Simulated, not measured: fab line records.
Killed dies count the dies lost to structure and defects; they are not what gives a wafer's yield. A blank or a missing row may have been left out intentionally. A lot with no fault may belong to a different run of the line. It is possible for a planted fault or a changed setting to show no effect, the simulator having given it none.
fab line records | flow n5Finfet
record lots=10 wafers=30 lastDay=17
route steps=1938 shown BEOL_M5@1174 TV_LITHO@1886 TV_OPEN@1889 PASSIVATION@1936
lots with no fault: from the same line, run without faults
startH: start of the lot's first displayed wafer, in hours after the record's first day | waitH: how many hours have passed since the lot's step before this one | " as in the row above | L1.1+2: a single row standing in for several wafers | - value missing, or start not given | * or withheld: withheld | < > ~ a bound
route shown NAME@n: names a module that has steps shown in the file, with the first one's number in the route | usual: mean/standard deviation taken from wafers without a fault | same: alike in all rows | chamber/n: place in a boat | sites: the reading at each site | _std_site: how widely they spread, as a standard deviation | _edge_site: outer sites' mean less inner sites' | radiusMm: for every site, how far away it sits from the centre of the wafer | mask NAME#n: copy n | behind: the most recent tool/chamber to have shaped the wafer | hold: reason for holding the lot/hours on hold/outcome of the hold | device: whichever transistor did not switch (one of n, p or np) | end of line: the tests these same wafers got at the end of their route | a step with no rows: only its recipe | killed: dies that structure and defects cost at the first sort, which is not the same as the wafer's yield | map: a wafer's dies, marking killed ones x, the rest . and places with no die _
set.NAME: the setting as run; set.NAME@STEP: as run at that earlier step | model.NAME: the simulator's own value behind a step, which no gauge read
route steps across a sampled set of lots; one table per step, one row per wafer
services: a tool's chamber out of use, with start hour (startH, from the record's first day; less than 0 if before it), hours out, and reason
## steps
# step N5_BEOL_M5_CVD_47
# recipe material=Co targetThkA=30 tempC=withheld precursor=CCTBA/H2 pressureTorr=30 timeS=216
# usual chamberPressureTorr=29.99/0.063
# columns lot.wafer tool chamber startH waitH chamberPressureTorr
L896.1 cvdCo-01 2 176.71 0.1 30.05
L896.2 " 0 " " 30.08
L896.4 " 2 " " 30.04
L897.1 cvdCo-01 0 183.51 0.2 29.93
L897.3 " 2 " " 29.92
L897.4 " 0 " " 30.04
L898.2 cvdCo-01 0 191.96 0.0 30.06
L898.3 " 1 " " 29.88
L898.5 " 1 " " 29.92
L901.1 cvdCo-01 0 211.35 0.0 29.99
L901.3 " 2 " " 29.96
L901.4 " 1 " " 30.01
L902.3 cvdCo-01 2 211.49 0.1 29.90
L902.4 " 1 " " 30.01
L902.5 " 2 " " 29.93
L900.1 cvdCo-01 2 212.74 0.2 29.98
L900.5 " 2 " " 29.92
L900.6 " 1 " " 29.88
L911.1 cvdCo-02 0 265.65 0.0 30.10
L911.3 " 2 " " 29.99
L911.4 " 2 " " 29.99
L912.1 cvdCo-02 0 272.29 0.1 29.94
L912.4 " 1 " " 30.04
L912.6 " 0 " " 30.01
L917.1 cvdCo-02 0 317.26 0.0 30.02
L917.3 " 1 " " 30.17
L917.4 " 1 " " 30.07
L919.3 cvdCo-01 0 321.17 0.1 29.95
L919.4 " 1 " " 30.12
L919.6 " 0 " " 29.93
# step N5_PASSIVATION_DESCUM_12
# recipe chemistry=O2 timeS=7.9 sourcePowerW=50 biasPowerW=20 pressureMtorr=20 rfFrequencyHz=2.712e+07 tempC=40 o2FlowSccm=225
# usual drypumpMotorCurrentA=5.5/0.49 oesProductAu=0.74/0.064 rfVppV=243.4/1.6 showerheadPlenumPTorr=2.10/0.088 throttleValvePct=20.55/0.24
# columns lot.wafer tool chamber startH waitH drypumpMotorCurrentA oesProductAu rfHoursCounterH rfVppV showerheadPlenumPTorr throttleValvePct
L896.1 rieDiel-01 2 265.55 0.1 4.8 0.89 43 245.8 2.21 20.33
L896.2 " 3 " " 5.2 0.74 181 244.4 2.08 20.65
L896.4 " 0 " " 6.2 0.69 214 244.0 2.16 20.60
L897.1 rieDiel-02 0 276.32 0.2 5.3 0.71 198 243.5 2.06 20.62
L897.3 " 2 " " 6.1 0.75 141 241.0 1.93 20.82
L897.4 " 1 " " 4.9 0.68 232 240.6 1.97 20.12
L898.2 rieDiel-01 1 285.28 0.1 5.8 0.82 69 244.7 2.22 20.70
L898.3 " 3 " " 5.2 0.74 186 242.8 2.07 20.67
L898.5 " 1 " " 5.8 0.82 - 244.3 2.22 20.70
L902.3 rieDiel-03 1 301.23 0.2 5.2 0.71 189 243.7 2.08 20.74
L902.4 " 2 " " 6.4 0.72 191 244.8 2.15 20.22
L902.5 " 1 " " 5.2 0.71 - 243.6 2.08 20.77
L901.1 rieDiel-02 0 309.34 0.0 5.3 0.71 209 241.2 2.06 20.63
L901.3 " 3 " " 5.6 0.81 94 245.9 2.18 20.31
L901.4 " 2 " " 6.1 0.75 150 240.9 1.92 20.83
L900.1 rieDiel-02 1 315.55 0.5 4.9 0.67 244 240.4 1.97 20.13
L900.5 " 0 " " 5.3 0.71 - 243.5 2.06 20.63
L900.6 " 3 " " 5.6 0.80 - 247.2 2.18 20.33
L911.1 rieDiel-03 2 353.36 1.0 6.4 0.69 212 244.7 2.14 20.26
L911.3 " 1 " " 5.2 0.71 202 242.8 2.08 20.78
L911.4 " 0 " " 5.3 0.70 232 242.9 2.06 20.75
L912.1 rieDiel-01 1 367.61 0.1 5.8 0.80 89 245.1 2.21 20.75
L912.4 " 3 " " 5.2 0.73 205 244.1 2.07 20.68
L912.6 " 3 " " 5.2 0.73 - 242.9 2.07 20.70
L919.3 rieDiel-02 3 407.60 0.2 5.7 0.77 130 245.5 2.17 20.37
L919.4 " 1 " " 4.9 0.95 13 245.7 2.23 19.85
L919.6 " 3 " " 5.6 0.77 - 244.5 2.17 20.38
L917.1 rieDiel-02 1 411.17 0.2 4.9 0.95 14 245.6 2.23 19.86
L917.3 " 2 " " 6.1 0.72 186 241.7 1.91 20.90
L917.4 " 0 " " 5.3 0.68 245 242.6 2.05 20.70
# step N5_PASSIVATION_STRIP_14
# recipe chemistry=O2 powerW=600 tempC=60 pressureMtorr=30 rfFrequencyHz=6e+07 biasPowerW=0 overashFraction=0.5 o2FlowSccm=225
# usual drypumpMotorCurrentA=5.5/0.49 oesProductAu=0.74/0.065 rfVppV=3.7/0.88 showerheadPlenumPTorr=2.11/0.088 throttleValvePct=16.81/0.24
# same overashFraction=0.5
# columns lot.wafer tool chamber startH waitH drypumpMotorCurrentA oesProductAu rfHoursCounterH rfVppV showerheadPlenumPTorr throttleValvePct
L896.1 rieDiel-01 2 265.90 0.1 4.8 0.87 43 3.6 2.22 16.58
L896.2 " 3 " " 5.2 0.75 182 2.8 2.08 16.92
L896.4 " 0 " " 6.2 0.70 214 3.5 2.17 16.86
L897.1 rieDiel-02 0 276.68 0.1 5.3 0.71 199 5.3 2.07 16.92
L897.3 " 2 " " 6.1 0.75 141 3.2 1.93 17.03
L897.4 " 1 " " 4.9 0.68 232 3.4 1.98 16.42
L898.2 rieDiel-01 1 285.63 0.1 5.8 0.81 69 2.2 2.22 16.88
L898.3 " 3 " " 5.2 0.74 186 3.8 2.08 16.93
L898.5 " 1 " " 5.8 0.82 - 3.7 2.22 16.89
L902.3 rieDiel-03 1 301.59 0.1 5.2 0.70 190 2.4 2.09 16.97
L902.4 " 2 " " 6.4 0.71 192 4.5 2.16 16.52
L902.5 " 1 " " 5.2 0.70 - 4.5 2.08 17.02
L901.1 rieDiel-02 0 309.69 0.1 5.3 0.72 209 2.9 2.06 16.92
L901.3 " 3 " " 5.6 0.82 95 4.3 2.19 16.60
L901.4 " 2 " " 6.0 0.75 150 2.9 1.93 17.04
L900.1 rieDiel-02 1 315.90 0.1 4.9 0.67 244 4.1 1.97 16.47
L900.5 " 0 " " 5.3 0.70 - 4.4 2.06 16.93
L900.6 " 3 " " 5.6 0.80 - 3.9 2.19 16.58
L911.1 rieDiel-03 2 353.71 0.1 6.5 0.70 212 4.0 2.15 16.58
L911.3 " 1 " " 5.2 0.71 203 3.2 2.08 17.02
L911.4 " 0 " " 5.3 0.71 232 3.8 2.07 17.05
L912.1 rieDiel-01 1 367.96 0.1 5.8 0.78 89 4.9 2.21 16.90
L912.4 " 3 " " 5.2 0.74 206 2.4 2.07 16.96
L912.6 " 3 " " 5.2 0.73 - 2.7 2.07 16.99
L919.3 rieDiel-02 3 407.95 0.1 5.6 0.77 130 4.9 2.17 16.64
L919.4 " 1 " " 4.9 0.96 13 4.0 2.23 16.08
L919.6 " 3 " " 5.6 0.78 - 3.5 2.17 16.67
L917.1 rieDiel-02 1 411.52 0.1 4.9 0.94 14 4.1 2.23 16.08
L917.3 " 2 " " 6.1 0.73 186 3.4 1.92 17.11
L917.4 " 0 " " 5.3 0.68 245 5.6 2.05 16.96
# step N5_PASSIVATION_ETCH_15
# recipe chemistry=CF4/N2 target=SiCN targetDepthA=750 taperDeg=2 timeS=81.2 ionEnergyEv=150 maskMaterial=SiNx pressureMtorr=40 sourceW=430 biasW=70 Ar_flow_sccm=100 cf4FlowSccm=60 n2FlowSccm=60
# usual cf4FlowSccm=59.98/0.2 drypumpMotorCurrentA=5.5/0.49 oesProductAu=0.74/0.066 rfVppV=382.6/2.4 showerheadPlenumPTorr=2.22/0.089 throttleValvePct=15.61/0.23
# columns lot.wafer tool chamber startH waitH cf4FlowSccm drypumpMotorCurrentA oesProductAu rfHoursCounterH rfVppV showerheadPlenumPTorr throttleValvePct
L896.1 rieDiel-01 2 - - 59.89 4.8 0.89 43 385.0 2.33 15.31
L896.2 " 3 " " 60.08 5.2 0.75 182 382.7 2.20 15.72
L896.4 " 0 " " 60.17 6.2 0.68 214 384.7 2.28 15.64
L897.1 rieDiel-02 0 - - 59.84 5.3 0.71 199 381.5 2.20 15.76
L897.3 " 2 " " 59.52 6.1 0.76 141 377.8 2.04 15.77
L897.4 " 1 " " 60.09 4.9 0.68 232 379.7 2.09 15.25
L898.2 rieDiel-01 1 - - 59.98 5.8 0.81 69 385.8 2.32 15.59
L898.3 " 3 " " 60.00 5.2 0.75 186 381.7 2.19 15.72
L898.5 " 1 " " 60.21 5.8 0.82 - 384.7 2.32 15.58
L902.3 rieDiel-03 1 - - 60.00 5.2 0.70 190 381.8 2.19 15.73
L902.4 " 2 " " 60.19 6.4 0.71 192 383.8 2.28 15.37
L902.5 " 1 " " 60.08 5.2 0.70 - 382.1 2.19 15.75
L901.1 rieDiel-02 0 - - 60.02 5.3 0.71 209 381.2 2.19 15.78
L901.3 " 3 " " 60.07 5.6 0.82 95 385.0 2.31 15.44
L901.4 " 2 " " 59.91 6.1 0.75 150 377.4 2.03 15.77
L900.1 rieDiel-02 1 - - 59.97 4.9 0.68 244 380.0 2.09 15.29
L900.5 " 0 " " 59.85 5.3 0.71 - 382.0 2.19 15.80
L900.6 " 3 " " 60.13 5.6 0.81 - 384.7 2.31 15.45
L911.1 rieDiel-03 2 - - 60.05 6.4 0.69 212 384.0 2.27 15.42
L911.3 " 1 " " 59.98 5.2 0.69 203 382.2 2.19 15.77
L911.4 " 0 " " 59.93 5.3 0.70 232 380.9 2.18 15.89
L912.1 rieDiel-01 1 - - 60.08 5.8 0.79 89 385.7 2.31 15.61
L912.4 " 3 " " 60.11 5.2 0.73 206 380.6 2.19 15.76
L912.6 " 3 " " 60.17 5.2 0.73 - 382.1 2.19 15.75
L919.3 rieDiel-02 3 - - 59.89 5.6 0.77 130 384.2 2.30 15.49
L919.4 " 1 " " 59.93 4.9 0.97 13 386.5 2.35 14.87
L919.6 " 3 " " 60.04 5.7 0.78 - 383.8 2.30 15.49
L917.1 rieDiel-02 1 - - 59.68 4.9 0.96 14 385.0 2.35 14.85
L917.3 " 2 " " 60.04 6.1 0.71 186 376.9 2.02 15.85
L917.4 " 0 " " 59.86 5.3 0.68 245 381.9 2.18 15.86
# step N5_PASSIVATION_PROBE_49
# usual defectLimitedYield=91.6/1.2 killed_at_M0_to_M3=33/9.4 killed_at_M4_up=13/5.2 killedAtContacts=13/5.6 killedAtFrontEnd=37/9.5 killedAtOther=4/3.1 killedDies=99/15 killedOpen=65/11 killedShort=32/7.5 sort_bin_5_function=4.9/0.77 sort_bin_6_memory=3.1/0.65 sort_bin_8_speed=0.01/0.056 sortNPass=1081/15 sortYieldPct=91.6/1.2
# same grossDies=1180 killedAtBackSide=0 sort_bin_4_leakage[%]=0
# columns lot.wafer tool chamber startH waitH defectLimitedYield[%] killed_at_M0_to_M3 killed_at_M4_up killedAtContacts killedAtFrontEnd killedAtOther killedDies killedOpen killedShort sort_bin_5_function[%] sort_bin_6_memory[%] sort_bin_8_speed[%] sortNPass sortYieldPct[%]
L902.3 prober-01 - 309.36 0.1 93.8 21 3 19 25 5 73 51 19 3.8 1.9 0 1107 93.8
L902.4 prober-01 - 309.41 0.2 84.3 36 102 19 28 0 185 62 26 9.8 4.1 0 995 84.3
L902.5 prober-01 - 309.46 0.2 92.3 26 13 18 32 2 91 56 35 4.2 3.1 0 1089 92.3
L901.1 prober-01 - 316.16 0.0 93.2 16 12 21 31 0 80 54 26 4.4 2.1 0 1100 93.2
L901.3 prober-01 - 316.26 0.1 91.9 24 7 26 38 1 96 69 24 5.3 2.5 0 1084 91.9
L901.4 prober-01 - 316.31 0.2 85.6 21 103 14 31 1 170 56 20 9.2 3.7 0 1010 85.6
L900.1 prober-02 - 322.28 0.0 91.0 34 18 14 39 1 106 68 37 4.7 3.9 0 1074 91.0
L900.5 prober-02 - 322.48 0.2 93.4 34 12 8 23 1 78 54 23 3.9 2.7 0 1102 93.4
L900.6 prober-02 - 322.53 0.3 84.2 35 112 14 26 0 187 56 29 10.2 3.9 0 993 84.2
# killed by level:class
L902.3 MOL_CONTACT_COAG:geometricParticle:open=17 BEOL_M1:geometricParticle:open=5 BEOL_M3:geometricParticle:open=5 STI_FIN_REVEAL:geometricParticle:open=4 GATE_CUT:geometricParticle:open=4 BEOL_M3:geometricParticle:short=4 MIM_BOT:geometricParticle:open=4 BEOL_M5:geometricParticle:open=3
L902.4 BEOL_M5:unspecified=97 MOL_CONTACT_COAG:geometricParticle:open=17 BEOL_M1:geometricParticle:open=12 BEOL_M3:geometricParticle:open=11 BEOL_M0_SAQP:geometricParticle:open=5 GATE_CUT:geometricParticle:short=5 STARTING-WAFER:geometricParticle:short=5 STI_FIN_REVEAL:geometricParticle:open=4
L902.5 MOL_CONTACT_COAG:geometricParticle:open=12 FIN_SAQP:geometricParticle:short=8 BEOL_M4:geometricParticle:open=8 BEOL_M0_SAQP:geometricParticle:short=7 STI_FIN_REVEAL:geometricParticle:open=6 MOL_CONTACT_COAG:geometricParticle:short=6 BEOL_M3:geometricParticle:open=6 FIN_SAQP:geometricParticle:open=3
L901.1 MOL_CONTACT_COAG:geometricParticle:open=15 BEOL_M2:geometricParticle:open=8 STI_FIN_REVEAL:geometricParticle:open=7 MOL_CONTACT_COAG:geometricParticle:short=6 DUMMY_GATE:geometricParticle:open=5 FIN_SAQP:geometricParticle:open=3 BEOL_M4:geometricParticle:open=3 BEOL_M6:geometricParticle:open=3
L901.3 MOL_CONTACT_COAG:geometricParticle:open=23 BEOL_M2:geometricParticle:open=7 FIN_SAQP:geometricParticle:open=6 FIN_SAQP:geometricParticle:short=6 BEOL_M0_SAQP:geometricParticle:short=6 BEOL_M0_SAQP:geometricParticle:open=6 DUMMY_GATE:geometricParticle:open=5 GATE_CUT:geometricParticle:open=5
L901.4 BEOL_M5:unspecified=94 MOL_CONTACT_COAG:geometricParticle:open=12 STI_FIN_REVEAL:geometricParticle:open=8 BEOL_M2:geometricParticle:open=8 FIN_SAQP:geometricParticle:open=7 BEOL_M0_SAQP:geometricParticle:open=6 STI_FIN_REVEAL:geometricParticle:short=3 DUMMY_GATE:geometricParticle:open=3
L900.1 BEOL_M4:geometricParticle:open=13 MOL_CONTACT_COAG:geometricParticle:open=8 GATE_CUT:geometricParticle:short=8 BEOL_M2:geometricParticle:open=8 BEOL_M0_SAQP:geometricParticle:short=7 BEOL_M0_SAQP:geometricParticle:open=6 FIN_SAQP:geometricParticle:open=5 STI_FIN_REVEAL:geometricParticle:short=5
L900.5 BEOL_M0_SAQP:geometricParticle:open=8 MOL_CONTACT_COAG:geometricParticle:open=7 BEOL_M3:geometricParticle:open=7 STI_FIN_REVEAL:geometricParticle:open=6 BEOL_M0_SAQP:geometricParticle:short=6 BEOL_M1:geometricParticle:open=5 DUMMY_GATE:geometricParticle:open=4 BEOL_M4:geometricParticle:short=4
L900.6 BEOL_M5:unspecified=101 BEOL_M3:geometricParticle:open=12 MOL_CONTACT_COAG:geometricParticle:open=10 BEOL_M0_SAQP:geometricParticle:open=7 BEOL_M2:geometricParticle:open=7 SPACER0:geometricParticle:short=6 STI_FIN_REVEAL:geometricParticle:open=5 BEOL_M3:geometricParticle:short=4
## services
# columns tool chamber startH hours kind
rieDiel-03 2 153.41 8.3 repair
rieDiel-03 1 168.76 2.7 repair
rieDiel-01 1 178.44 15.9 repair
cvdCo-01 - 189.76 1.3 repair
cvdCo-02 2 195.82 16.5 repair
rieDiel-03 0 215.28 6.4 repair
cvdCo-01 - 241.20 0.5 repair
rieDiel-01 - 250.99 1.8 repair
cvdCo-02 - 268.73 0.5 repair
rieDiel-02 2 286.38 3.2 repair
cvdCo-01 - 301.89 0.2 repair
rieDiel-03 3 322.36 15.4 repair
cvdCo-02 1 333.33 - clean
rieDiel-02 1 334.87 - clean
rieDiel-02 1 334.87 - consumableReplace:focusRing
rieDiel-02 1 334.87 - consumableReplace:showerhead
rieDiel-02 1 334.87 27.6 scheduledDown
rieDiel-02 1 334.87 27.6 ventCycle
rieDiel-03 1 337.77 14.5 repair
rieDiel-01 - 341.60 14.6 pm
rieDiel-03 0 382.92 3.2 repair
rieDiel-03 2 389.57 5.6 repair
cvdCo-02 1 405.51 6.1 repair
rieDiel-01 0 407.77 - clean
## key
firstSign step=N5_PASSIVATION_PROBE_49 reading=killed_at_M4_up direction=up sigmas=18 usual=13 struck=106
effect step=N5_PASSIVATION_PROBE_49 reading=defectLimitedYield direction=down sigmas=5.6 usual=91.6 struck=84.7
moreKillsBornAt N5_BEOL_M5_CVD_47@cvdCo-01=292
metAt N5_BEOL_M5_CVD_47
struckLots L900,L901,L902
struckWafers L900.6,L901.4,L902.4
notActingAt N5_PASSIVATION_DESCUM_12,N5_PASSIVATION_STRIP_14,N5_PASSIVATION_ETCH_15
fault kind=chamberParticleSource tool=cvdCo-01 chamber=1 onsetH=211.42 steps=N5_BEOL_M5_CVD_47 ratePerVisitCm2=0.47248 endH=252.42
